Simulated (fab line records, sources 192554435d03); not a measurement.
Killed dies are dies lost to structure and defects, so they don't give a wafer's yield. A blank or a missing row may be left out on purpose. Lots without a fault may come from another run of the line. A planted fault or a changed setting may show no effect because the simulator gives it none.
A struck lot beside a sound one | flow n5_finfet | 16 steps out of a route of 1938
Sound: wafers L881.1, L881.2, L881.6. Struck: wafers L885.4, L885.5, L885.6. The cause comes at the end.
At each step with rows: each side's tool, then ch and its chambers, then its first start. Under that, the readings that differ: sound wafers | struck wafers | difference of the means | sigmas: that difference in standard deviations of wafers without a fault.
alike: readings whose means differ by less than 2 such deviations, and words and numbers that are the same on both sides. not compared: withheld readings, readings that some wafer has no value for, bounds like >300 that may hide the same value, and numbers for which the record gives no deviation and whose values overlap.
The two part at a step that has a row with sigmas, a row that says differs or no value, or rows on one side only. Numbers that don't overlap but have no deviation are shown without sigmas and don't part them. A reading that every wafer of one side lacks parts them only if that side has two wafers or more.

first, 1 step without rows for these wafers: N5_BEOL_M3_ANNEAL_49 (time 240 s).
N5_BEOL_M3_SPUTTER_79: material Cu, target thk 4.5 nm, time 8.29 s.
  sound on pvd_sputter-01, day 9 06:41; struck on pvd_sputter-02, day 10 10:40
  alike: throttle_valve_pct
N5_BEOL_M3_ANNEAL_80: time 240 s.
  sound on pvd_sputter-01, day 9 06:46; struck on pvd_sputter-02, day 10 10:44
  alike: heater_power_w, susceptor_temp_C
then, 1 step without rows for these wafers: N5_BEOL_M3_SPUTTER_81 (material Cu, target thk 4.5 nm, time 8.29 s).
N5_BEOL_M3_ANNEAL_82: time 240 s.
  sound on pvd_sputter-01, day 9 06:59; struck on pvd_sputter-02, day 10 10:58
  alike: heater_power_w, susceptor_temp_C
then, 4 steps without rows for these wafers: N5_BEOL_M3_SPUTTER_86 (material Cu, target thk 4.5 nm, time 8.29 s); N5_BEOL_M3_ANNEAL_87 (time 240 s); N5_BEOL_M3_SPUTTER_88 (material Cu, target thk 4.5 nm, time 8.29 s); N5_BEOL_M3_ANNEAL_89 (time 240 s).
N5_BEOL_M3_SPUTTER_90: material Cu, target thk 4.5 nm, time 8.29 s.
  sound on pvd_sputter-01, day 9 07:34; struck on pvd_sputter-02, day 10 11:32
  alike: throttle_valve_pct
N5_BEOL_M3_ANNEAL_91: time 240 s.
  sound on pvd_sputter-01, day 9 07:39; struck on pvd_sputter-02, day 10 11:37
  alike: heater_power_w, susceptor_temp_C
then, 1 step without rows for these wafers: N5_BEOL_M3_SPUTTER_92 (material Cu, target thk 4.5 nm, time 8.29 s).
N5_BEOL_M3_ANNEAL_93: time 240 s.
  sound on pvd_sputter-01, day 9 07:52; struck on pvd_sputter-02, day 10 11:50
  no value came back on the struck wafers for heater_power_w (W), susceptor_temp_C (C), time_s (s); on the sound wafers heater_power_w (W) reads 989 891 908
then, 1 step without rows for these wafers: N5_BEOL_M3_SPUTTER_94 (material Cu, target thk 4.5 nm, time 8.29 s).
N5_BEOL_M4_RC_MEAS_101:
  sound on prober-01 ch 0, day 10 03:11; struck on prober-01 ch 0, day 11 02:34
  alike: DIBL_N, DIBL_P, IOFF_N, IOFF_P, ION_N, ION_P, SS_N, SS_P, VT_N, VT_P
-- the record jumps here: 5 days lie between the struck wafers' starts before and after (it left off in module BEOL_M4 and takes up again in module PASSIVATION, whose first step shown is number 1936 of the route) --
N5_PASSIVATION_PROBE_49:
  sound on prober-02, day 14 09:10; struck on prober-02, day 15 19:05
  alike: defect_limited_yield, killed_at_M0_to_M3, killed_at_M4_up, killed_at_contacts, killed_at_front_end, killed_at_other, killed_dies, killed_open, killed_short, sort_bin_5_function, sort_bin_6_memory, sort_n_pass, sort_yield_pct

WHERE THEY PART
Only at N5_BEOL_M3_ANNEAL_93, within this record. Later steps at which nothing parts them and some readings are alike: N5_BEOL_M4_RC_MEAS_101, N5_PASSIVATION_PROBE_49.

WHY: what the simulator had put in
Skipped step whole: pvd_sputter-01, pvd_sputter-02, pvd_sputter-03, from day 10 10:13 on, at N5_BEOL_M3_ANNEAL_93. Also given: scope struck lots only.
